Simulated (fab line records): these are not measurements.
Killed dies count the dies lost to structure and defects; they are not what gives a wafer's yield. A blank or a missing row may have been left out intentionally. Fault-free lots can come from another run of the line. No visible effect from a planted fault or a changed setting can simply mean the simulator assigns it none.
Chamber matching -- flow nand harc -- cmp-03 running NHARC_P_M0_CMP_23: 4 sister chambers
The step polishes, t overpolish 20 s, target thk 117.54 nm. 14 wafers are shown with their chamber, then 7 later ones without.

## WAFERS PAIRED WITH THEIR CHAMBERS
wafer,chamber,motor current A (A),time to endpoint s (s)
L160.3,1,11.8,29
L160.4,3,13.6,28
L160.6,1,11.9,26
L162.2,1,10.8,27
L162.3,0,10.7,32
L162.4,2,10.9,25
L163.1,0,10.6,30
L163.3,3,14.0,26
L163.6,2,11.4,23
L167.2,2,11.4,25
L167.3,3,13.2,30
L167.5,0,11.2,32
L168.3,3,12.8,30
L168.4,2,10.9,29

SIGNATURES, as means of the wafers listed above
reading,chamber 0,chamber 1,chamber 2,chamber 3,scatter within a chamber
motor current A,10.833,11.500,11.150,13.400,0.447
time to endpoint s,31.33,27.33,25.50,28.50,1.93
Rule: for each reading, subtract the chamber's mean from the wafer's reading, divide by that reading's scatter and square the result; add these up over the readings and take the root, which gives the wafer's distance from the chamber. If the next closest chamber is less than 2 further off than the closest, the wafer can't be placed; otherwise it belongs to the closest. How the scatter is found: for the shown wafers, subtract from each reading the mean of its chamber, square and add these, divide the total by (wafers less chambers), then take the root.

## WAFERS MISSING THEIR CHAMBER
wafer,motor current A (A),time to endpoint s (s)
L168.6,11.5,25
L169.2,11.9,28
L169.3,10.8,31
L169.5,11.9,29
L180.1,10.5,29
L180.2,11.6,24
L180.4,13.5,27

## CHAMBER TAKEN BY EACH
wafer,from the rows above,in truth
L168.6,can't be placed: 2 or 1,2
L169.2,can't be placed: 1 or 2 or 0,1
L169.3,0,0
L169.5,can't be placed: 1 or 2 or 0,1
L180.1,can't be placed: 0 or 2 or 1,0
L180.2,can't be placed: 2 or 1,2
L180.4,3,3
2 of 7 placed correctly. Cannot be placed on the basis of these rows: 5; the candidates contain the true chamber in 5. 0 placed wrongly.
